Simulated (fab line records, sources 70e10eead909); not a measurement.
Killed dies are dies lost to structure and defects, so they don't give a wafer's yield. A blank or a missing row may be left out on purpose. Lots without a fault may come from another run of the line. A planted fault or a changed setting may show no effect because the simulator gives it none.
fab line records | flow nand_harc
record lots=6 wafers=18 last_day=32
route steps=1302 shown P_GATE@155 END@1302
lots that met no fault: from a run of the same line without faults
start_h: hours from the record's first day to the start of the lot's first wafer shown | wait_h: hours since the lot's step before | " the same as in the row above | L1.1+2: a row that stands for several wafers | - no value, or no start given | * or withheld: withheld | < > ~ a bound
route shown NAME@n: a module of which the file shows steps, and the number in the route of the first | usual: mean/standard deviation of fault-free wafers | same: alike in all rows | chamber/n: place in a boat | sites: the reading at each site | _std_site: their standard deviation | _edge_site: outer sites' mean less inner sites' | radius_mm: how far each site lies from the wafer's centre | mask NAME#n: copy n | behind: the tool/chamber that last shaped the wafer | hold: why the lot was held/for how many hours/how that ended | device: the transistor (n, p or np) that didn't switch | end of line: the same wafers' tests at the end of the route | a step without rows: its recipe alone | killed: dies lost to structure and defects at the first sort, not the wafer's yield | map: a wafer's dies, x killed, . not, _ none there
set.NAME: the setting as run; set.NAME@STEP: as run at that earlier step | model.NAME: the simulator's own value behind a step, which no gauge read
lots at some steps of the route; a table a step, a row a wafer
services: from which hour (start_h, from the record's first day; less than 0 if before it) a tool's chamber was out of use, for how many hours, and why
## steps
# step NHARC_P_GATE_ALD_36
# recipe target_thk_a=200 pulse_time_s=60 ald_cycles=223 temp_c=400 material=SiNx
# usual heater_power_w=803/65 precursor_pulse_height_rel=1.001/0.022
# columns lot.wafer tool chamber start_h wait_h heater_power_w precursor_pulse_height_rel
L358.4 ald_sin-02 2 168.58 - 796 1.010
L358.1 " 1 171.71 - 854 0.992
L358.6 " 3 173.80 - 956 0.981
L365.4 ald_sin-03 2 241.99 - 754 0.962
L365.2 " 3 243.05 - 785 1.004
L365.3 " 0 244.10 - 854 1.000
L366.2 ald_sin-01 1 254.48 - 776 1.009
L366.3 " 2 255.54 - 776 1.030
L366.6 " 2 259.75 - 784 1.021
L367.4 ald_sin-02 2 255.93 - 835 0.998
L367.2 " 3 256.99 - 1012 1.011
L367.5 " 1 259.10 - 868 1.022
L369.1 ald_sin-02 0 274.75 - 726 1.009
L369.6 " 2 276.83 - 828 1.001
L369.5 " 3 277.87 - 974 0.969
L372.3 ald_sin-02 1 309.54 - 841 0.993
L372.4 " 3 311.67 - 943 0.995
L372.2 " 0 312.74 - 725 0.986
# step NHARC_P_GATE_ETCHBACK_37
# recipe target_depth_a=345 time_s=17.2 chf3_flow_sccm=50 o2_flow_sccm=10 ar_flow_sccm=200 rf_w=500 bias_w=200 chemistry=CHF3/O2
# usual chamber_pressure_mTorr=25.002/0.023 drypump_motor_current_A=5.9/0.43 mfc_ar_sccm=200.0/0.59 o2_flow_sccm=10.001/0.029 oes_product_au=0.95/0.031 rf_vpp_V=371.4/1.9 showerhead_plenum_p_Torr=2.44/0.076 throttle_valve_pct=20.572/0.0089
# columns lot.wafer tool chamber start_h wait_h chamber_pressure_mTorr drypump_motor_current_A mfc_ar_sccm o2_flow_sccm oes_product_au rf_hours_counter_h rf_vpp_V showerhead_plenum_p_Torr throttle_valve_pct
L358.4 rie_diel-02 1 - - 24.992 6.1 199.9 9.963 0.92 7.2 372.3 2.42 20.575
L358.1 " 0 " " 25.014 6.0 201.1 9.995 0.92 7.3 373.0 2.53 20.563
L358.6 " 1 " " 24.977 6.1 200.5 9.969 0.92 - 371.6 2.42 20.569
L365.2 rie_diel-04 1 - - 24.984 4.9 199.8 10.004 0.93 3.8 371.2 2.35 20.580
L365.3 " 2 " " 24.996 6.5 200.2 10.053 0.92 3.1 370.7 2.40 20.561
L365.4 " 3 " " 24.998 6.1 200.2 10.039 0.91 2.4 373.5 2.58 20.561
L367.2 rie_diel-02 3 - - 25.023 6.2 200.9 10.014 0.95 3.2 373.3 2.43 20.574
L367.4 " 2 " " 25.026 6.1 201.3 10.045 0.93 3.7 373.0 2.51 20.578
L367.5 " 3 " " 24.982 6.1 200.6 9.994 0.94 - 371.5 2.43 20.587
L366.2 rie_diel-04 0 - - 25.041 6.1 200.1 10.018 0.98 3.5 372.7 2.55 20.579
L366.3 " 1 " " 24.968 4.9 200.1 9.992 0.99 4.3 367.6 2.35 20.571
L366.6 " 1 " " 24.990 4.9 200.5 10.007 0.99 - 371.2 2.35 20.556
L369.1 rie_diel-11 3 - - 24.996 6.5 200.0 9.987 0.94 0.1 370.1 2.37 20.572
L369.5 " 1 " " 24.998 5.1 199.9 10.001 0.94 - 372.4 2.46 20.579
L369.6 " 2 " " 25.008 5.7 200.4 10.020 0.94 - 371.8 2.47 20.567
L372.3 rie_diel-11 0 - - 24.986 5.6 200.9 10.008 0.94 2.5 369.2 2.31 20.557
L372.4 " 1 " " 24.974 5.1 200.8 9.950 0.93 1.1 370.7 2.46 20.582
L372.2 " 2 " " 24.974 5.7 199.7 10.021 0.94 2.5 371.4 2.47 20.563
# step NHARC_P_GATE_STRIP_101
# recipe time_s=20 o2_flow_sccm=500 ar_flow_sccm=0 bias_w=0 chemistry=O2
# usual chamber_pressure_mTorr=60.00/0.051 drypump_motor_current_A=5.9/0.42 mfc_ar_sccm=0.006/0.011 o2_flow_sccm=499.9/1.4 oes_product_au=1.000/0.011 rf_vpp_V=58.0/0.83 showerhead_plenum_p_Torr=3.59/0.11 throttle_valve_pct=17.036/0.0092
# columns lot.wafer tool chamber start_h wait_h chamber_pressure_mTorr drypump_motor_current_A mfc_ar_sccm o2_flow_sccm oes_product_au rf_hours_counter_h rf_vpp_V showerhead_plenum_p_Torr throttle_valve_pct
L358.4 rie_diel-02 1 178.11 0.1 60.02 6.1 0.019 501.9 0.990 7.3 57.1 3.56 17.037
L358.1 " 3 " " 59.96 6.2 0.003 498.7 1.016 6.7 58.3 3.58 17.053
L358.6 " 0 " " 59.92 6.0 0 498.6 0.998 - 58.9 3.71 17.042
L365.3 rie_diel-04 0 250.54 0.1 59.97 6.1 0 499.3 0.994 3.1 59.5 3.74 17.039
L365.4 " 1 " " 59.98 5.0 0 499.3 1.010 3.8 58.6 3.46 17.028
L365.2 " 3 " " 59.94 6.0 0 499.6 0.978 2.4 59.6 3.78 17.017
L367.2 rie_diel-02 0 263.43 0.1 60.02 6.0 0 500.8 0.993 3.5 58.8 3.70 17.026
L367.4 " 1 " " 60.03 6.1 0.019 500.3 1.000 3.9 58.0 3.55 17.036
L367.5 " 2 " " 60.02 6.1 0.005 500.8 1.007 - 57.6 3.68 17.035
L366.2 rie_diel-04 2 264.10 0.1 59.99 6.5 0 501.2 0.988 3.8 57.2 3.52 17.054
L366.3 " 3 " " 59.99 6.1 0 501.2 0.986 3.0 57.4 3.78 17.033
L366.6 " 3 " " 60.04 6.1 0 499.9 0.983 - 59.5 3.78 17.035
L369.1 rie_diel-11 1 282.19 0.1 59.96 5.1 0 499.1 1.011 0.1 58.5 3.61 17.053
L369.6 " 2 " " 60.03 5.7 0.033 501.7 1.009 - 57.7 3.62 17.040
L369.5 " 3 " " 59.99 6.5 0.001 502.1 0.999 - 57.0 3.48 17.026
L372.2 rie_diel-11 2 319.20 0.1 60.09 5.7 0.033 502.9 0.996 2.5 58.7 3.62 17.026
L372.3 " 3 " " 60.01 6.5 0.001 501.2 0.985 0.9 56.4 3.48 17.032
L372.4 " 0 " " 59.98 5.7 0 499.6 0.994 2.6 56.6 3.40 17.038
# step NHARC_P_GATE_PRECLEAN_97
# recipe time_s=600 temp_c=120 chemistry=SPM
# step NHARC_P_GATE_SRD_98
# step NHARC_P_GATE_PRECLEAN_99
# recipe time_s=* temp_c=50 bath_age_min=0 chemistry=SC1
# step NHARC_P_GATE_SRD_100
# step NHARC_P_GATE_DEHYDRATE_38
# recipe temp_c=150 time_s=120
# step NHARC_P_GATE_HMDS_39
# recipe time_s=30
# step NHARC_P_GATE_COAT_40
# recipe spin_rpm=3000
# step NHARC_P_GATE_SOFTBAKE_41
# recipe temp_c=122 time_s=95
# step NHARC_P_GATE_EBR_42
# step NHARC_P_GATE_EXPOSE_43
# recipe na=0.6 target_cd_nm=720 dose_mj=14.81 mask_id=P_NSD
# usual exposure_dose_mJ_cm2=14.810/0.013
# columns lot.wafer tool chamber start_h wait_h mask exposure_dose_mJ_cm2
L358.1 krf_scanner-04 0 178.88 - P_NSD#0 14.826
L358.4 " 0 " " P_NSD#0 14.812
L358.6 " 0 " " P_NSD#0 14.818
L365.2 krf_scanner-04 0 251.18 - P_NSD#0 14.800
L365.3 " 0 " " P_NSD#0 14.810
L365.4 " 0 " " P_NSD#0 14.802
L367.2 krf_scanner-04 0 264.06 - P_NSD#0 13.422
L367.4 " 0 " " P_NSD#0 13.428
L367.5 " 0 " " P_NSD#0 13.429
L366.2 krf_scanner-01 0 264.88 - P_NSD#0 14.820
L366.3 " 0 " " P_NSD#0 14.825
L366.6 " 0 " " P_NSD#0 14.790
L369.1 krf_scanner-04 0 282.95 - P_NSD#0 13.426
L369.5 " 0 " " P_NSD#0 13.435
L369.6 " 0 " " P_NSD#0 13.417
L372.2 krf_scanner-01 0 319.97 - P_NSD#0 14.815
L372.3 " 0 " " P_NSD#0 14.819
L372.4 " 0 " " P_NSD#0 14.813
# step NHARC_P_GATE_PEB_44
# recipe peb_temp_c=118 peb_time_s=85
# step NHARC_P_GATE_DEVELOP_45
# recipe time_s=70
# step NHARC_P_GATE_CD_MEAS_46
# recipe target_cd_nm=720 landing_energy_ev=500
# usual cd_nm=719.8/1.9
# columns lot.wafer tool chamber start_h wait_h cd_nm
L358.1 cd_sem-02 0 179.03 - 719.3
L358.4 " 0 " " 720.9
L358.6 " 0 " " 720.2
L365.2 cd_sem-02 0 251.33 - 718.4
L365.3 " 0 " " 718.9
L365.4 " 0 " " 718.6
L367.2 cd_sem-03 0 264.22 - 702.3
L367.4 " 0 " " 703.2
L367.5 " 0 " " 701.9
L366.2 cd_sem-03 0 265.03 - 722.0
L366.3 " 0 " " 719.7
L366.6 " 0 " " 720.1
L369.1 cd_sem-02 0 283.11 - 703.0
L369.5 " 0 " " 700.4
L369.6 " 0 " " 702.7
L372.2 cd_sem-01 0 320.13 - 720.8
L372.3 " 0 " " 721.9
L372.4 " 0 " " 720.0
# step NHARC_P_GATE_HARDBAKE_47
# recipe temp_c=125 time_s=80
# step NHARC_P_GATE_DESCUM_48
# recipe time_s=3 o2_flow_sccm=200 ar_flow_sccm=0 bias_power_w=0 chemistry=O2
# usual chamber_pressure_mTorr=60.01/0.049 drypump_motor_current_A=5.9/0.41 mfc_ar_sccm=0.005/0.0091 o2_flow_sccm=199.9/0.58 oes_product_au=1.002/0.011 rf_vpp_V=58.0/0.85 showerhead_plenum_p_Torr=1.96/0.064 throttle_valve_pct=11.313/0.0096
# columns lot.wafer tool chamber start_h wait_h chamber_pressure_mTorr drypump_motor_current_A mfc_ar_sccm o2_flow_sccm oes_product_au rf_hours_counter_h rf_vpp_V showerhead_plenum_p_Torr throttle_valve_pct model.P_GATE.cd_nm
L358.1 rie_diel-02 0 179.22 - 60.02 6.0 0 200.4 1.006 7.3 57.4 2.02 11.316 719.3
L358.4 " 1 " " 59.99 6.1 0.019 200.2 1.006 7.3 57.8 1.93 11.321 720.1
L358.6 " 3 " " 60.02 6.2 0.003 199.6 1.024 - 58.4 1.94 11.318 720.1
L365.4 rie_diel-11 3 251.49 - 60.01 6.5 0.001 200.5 1.014 10.7 58.8 1.88 11.313 719.3
L365.2 " 0 " " 59.96 5.6 0 200.2 1.021 11.0 57.3 1.84 11.323 718.2
L365.3 " 1 " " 59.97 5.2 0 199.8 0.989 10.8 58.8 1.96 11.310 718.9
L367.2 rie_diel-02 3 264.39 - 60.04 6.1 0.003 198.7 1.008 3.2 58.4 1.94 11.317 701.7
L367.4 " 1 " " 60.09 6.1 0.019 199.6 1.004 3.9 57.0 1.93 11.323 702.7
L367.5 " 2 " " 60.04 6.1 0.005 200.7 1.000 - 58.2 2.00 11.296 700.7
L366.3 rie_diel-11 1 265.19 - 60.00 5.1 0 199.6 0.988 0 58.1 1.96 11.311 719
L366.2 " 2 " " 60.01 5.7 0.033 200.4 1.003 0 56.8 1.97 11.316 722.3
L366.6 " 2 " " 60.04 5.7 0.033 200.7 0.995 - 60.0 1.97 11.307 720.4
L369.1 rie_diel-04 2 283.27 - 60.04 6.5 0 200.0 0.984 4.6 57.5 1.91 11.321 703.1
L369.5 " 2 " " 59.97 6.5 0 200.4 0.994 - 58.7 1.91 11.315 700.7
L369.6 " 3 " " 59.91 6.1 0 200.6 0.989 - 57.5 2.06 11.316 702.9
L372.3 rie_diel-11 3 320.29 - 59.93 6.4 0.001 200.2 0.994 0.9 57.5 1.88 11.335 721.9
L372.4 " 0 " " 59.97 5.7 0 200.3 0.989 2.6 58.4 1.84 11.311 719.9
L372.2 " 1 " " 59.99 5.1 0 200.2 0.998 1.1 57.6 1.96 11.308 719.6
# step NHARC_P_GATE_IMPLANT_49
# recipe energy_kev=30 dose_cm2=3e+15 tilt_deg=7
# step NHARC_END_SORT_01
# recipe temp_c=25
# usual killed_at_array=55/22 killed_at_other=1.1/1.4 killed_at_periphery=4/3.2 killed_dies=59/22 killed_open=3.3/1.8 killed_short=2.5/1.5
# same gross_dies=677
# columns lot.wafer tool chamber start_h wait_h killed_at_array killed_at_other killed_at_periphery killed_dies killed_open killed_short
L367.2 prober-02 0 705.81 2.8 23 1 5 29 1 1
L367.4 prober-02 0 707.39 3.4 18 0 10 28 4 3
L367.5 prober-02 0 708.19 3.7 29 0 12 41 8 3
L365.2 prober-01 0 717.65 2.8 68 5 0 73 3 0
L365.3 prober-01 0 718.45 3.1 58 3 3 64 2 2
L365.4 prober-01 0 719.25 3.4 69 5 3 77 4 3
L369.1 prober-02 0 720.60 2.5 42 1 14 57 3 4
L369.5 prober-02 0 723.78 3.7 26 0 11 37 3 1
L369.6 prober-02 0 724.57 4.0 44 1 13 58 4 3
L372.2 prober-01 0 777.38 2.8 55 1 5 61 10 5
L372.3 prober-01 0 778.18 3.1 80 2 0 82 2 3
L372.4 prober-01 0 778.98 3.4 54 3 3 60 3 1
# killed by level:class
L367.2 A_CHANNEL_HOLE_D1:chamber_film_flake=14 P_BONDPAD:chamber_film_flake=3 A_STAIRCASE:chamber_film_flake=3 A_SLIT:chamber_film_flake=2 A_ONON_D1:geometric_particle:short=1 A_CHANNEL_FILL_D1:geometric_particle:open=1 P_GATE:chamber_film_flake=1 P_M0:chamber_film_flake=1
L367.4 P_M0:chamber_film_flake=4 A_SLIT:chamber_film_flake=4 P_BONDPAD:chamber_film_flake=3 A_CHANNEL_HOLE_D1:chamber_film_flake=3 A_STAIRCASE:chamber_film_flake=3 A_SGD_CUT:chamber_film_flake=2 P_STI:geometric_particle:short=1 P_GATE:geometric_particle:open=1
L367.5 A_CHANNEL_HOLE_D1:chamber_film_flake=12 A_STAIRCASE:chamber_film_flake=4 A_CONTACT:chamber_film_flake=4 P_GATE:chamber_film_flake=3 P_BONDPAD:chamber_film_flake=3 P_GATE:geometric_particle:open=2 A_CHANNEL_FILL_D1:geometric_particle:open=2 P_M0:chamber_film_flake=2
L365.2 A_SLIT:chamber_film_flake=41 A_CHANNEL_HOLE_D1:chamber_film_flake=12 A_CONTACT:chamber_film_flake=6 THIN_TSV:chamber_film_flake=5 A_STAIRCASE:chamber_film_flake=3 A_CHANNEL_FILL_D2:chamber_film_flake=2 A_DECK1_JOINT:geometric_particle:open=1 A_CHANNEL_HOLE_D2:geometric_particle:open=1
L365.3 A_SLIT:chamber_film_flake=29 A_CHANNEL_HOLE_D1:chamber_film_flake=14 A_CONTACT:chamber_film_flake=5 A_STAIRCASE:chamber_film_flake=4 THIN_TSV:chamber_film_flake=3 P_STI:geometric_particle:short=1 A_ONON_D1:geometric_particle:open=1 A_CHANNEL_FILL_D1:geometric_particle:short=1
L365.4 A_SLIT:chamber_film_flake=32 A_CHANNEL_HOLE_D1:chamber_film_flake=16 A_CONTACT:chamber_film_flake=11 THIN_TSV:chamber_film_flake=5 A_SGD_CUT:chamber_film_flake=3 A_CHANNEL_FILL_D2:geometric_particle:open=2 A_STAIRCASE:chamber_film_flake=2 P_M1:geometric_particle:short=1
L369.1 A_CHANNEL_HOLE_D1:chamber_film_flake=29 P_GATE:chamber_film_flake=9 A_CONTACT:chamber_film_flake=5 A_SLIT:chamber_film_flake=3 P_CONTACT:geometric_particle:open=2 P_CONTACT:chamber_film_flake=2 A_CHANNEL_FILL_D1:geometric_particle:short=1 A_ONON_D2:geometric_particle:short=1
L369.5 A_CHANNEL_HOLE_D1:chamber_film_flake=8 A_CONTACT:chamber_film_flake=8 A_SLIT:chamber_film_flake=4 P_ZERO_WELL:chamber_film_flake=3 P_GATE:chamber_film_flake=3 P_CONTACT:chamber_film_flake=3 P_M2:chamber_film_flake=2 A_DECK1_JOINT:geometric_particle:open=1
L369.6 A_CHANNEL_HOLE_D1:chamber_film_flake=32 P_GATE:chamber_film_flake=4 P_CONTACT:chamber_film_flake=4 A_CONTACT:chamber_film_flake=4 P_M2:chamber_film_flake=3 A_SLIT:chamber_film_flake=2 P_M1:geometric_particle:open=1 A_ONON_D2:geometric_particle:open=1
L372.2 A_CHANNEL_HOLE_D2:chamber_film_flake=24 A_CHANNEL_HOLE_D1:chamber_film_flake=7 A_CONTACT:chamber_film_flake=6 A_SLIT:chamber_film_flake=5 P_CONTACT:geometric_particle:open=3 A_BLC:geometric_particle:open=2 A_M0:geometric_particle:open=2 A_STAIRCASE:chamber_film_flake=2
L372.3 A_CHANNEL_HOLE_D2:chamber_film_flake=36 A_CHANNEL_HOLE_D1:chamber_film_flake=20 A_SLIT:chamber_film_flake=7 A_CONTACT:chamber_film_flake=5 A_M0:geometric_particle:open=2 A_STAIRCASE:chamber_film_flake=2 A_SGD_CUT:chamber_film_flake=2 THIN_TSV:chamber_film_flake=2
L372.4 A_CHANNEL_HOLE_D2:chamber_film_flake=23 A_CHANNEL_HOLE_D1:chamber_film_flake=16 A_CONTACT:chamber_film_flake=8 THIN_TSV:chamber_film_flake=3 A_SGD_CUT:chamber_film_flake=2 P_M0:geometric_particle:open=1 A_WL_FILL:geometric_particle:short=1 A_BLC:geometric_particle:open=1
## services
# columns tool chamber start_h hours kind
rie_diel-04 - 150.49 0.3 repair
rie_diel-04 0 160.06 3.8 repair
rie_diel-04 0 177.21 5.0 repair
rie_diel-04 - 177.90 9.0 pm
krf_scanner-04 - 182.00 4.0 pm
krf_scanner-01 - 190.75 22.3 repair
ald_sin-02 2 192.09 4.2 repair
rie_diel-04 - 195.30 0.2 repair
ald_sin-02 0 211.32 2.1 repair
krf_scanner-04 - 215.07 33.3 repair
rie_diel-02 - 216.70 9.0 pm
rie_diel-11 - 255.50 9.0 pm
krf_scanner-04 - 259.44 1.0 repair
rie_diel-02 1 270.43 9.6 repair
rie_diel-04 - 279.08 1.6 repair
rie_diel-11 3 283.33 15.0 repair
ald_sin-02 - 284.16 0.8 repair
krf_scanner-04 - 287.12 7.4 repair
ald_sin-02 - 296.00 10.0 pm
rie_diel-02 2 301.24 22.0 repair
rie_diel-04 0 311.30 1.6 repair
rie_diel-11 - 311.40 2.0 repair
rie_diel-04 3 311.64 7.0 repair
krf_scanner-01 - 312.03 4.0 pm
## key
first_sign step=NHARC_P_GATE_EXPOSE_43 reading=exposure_dose_mJ_cm2 direction=down sigmas=99+ usual=14.810 struck=13.426
effect step=NHARC_P_GATE_CD_MEAS_46 reading=cd_nm direction=down sigmas=9.4 usual=719.8 struck=702.2
model_effect step=NHARC_P_GATE_DESCUM_48 value=P_GATE.cd_nm without=718.6 struck=702
met_at NHARC_P_GATE_EXPOSE_43
struck_wafers L367.2,L367.4,L367.5,L369.1,L369.5,L369.6
tester_left_out L367,L369
onset_between 251.18 264.06
fault kind=process_parameter_drift tool=krf_scanner-04 chamber=- onset_h=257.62 steps=NHARC_P_GATE_EXPOSE_43 channel=dose_mj offset=-1.3751 shape=step acts_in=these_recipes_only stated=14.81
# tester_left_out: of these lots the tester's yield and bins aren't shown, on N5 and GAA mostly nor the transistor test; their killed dies are dies lost to structure and defects alone, not to doping, threshold or leakage, so they don't give the yield
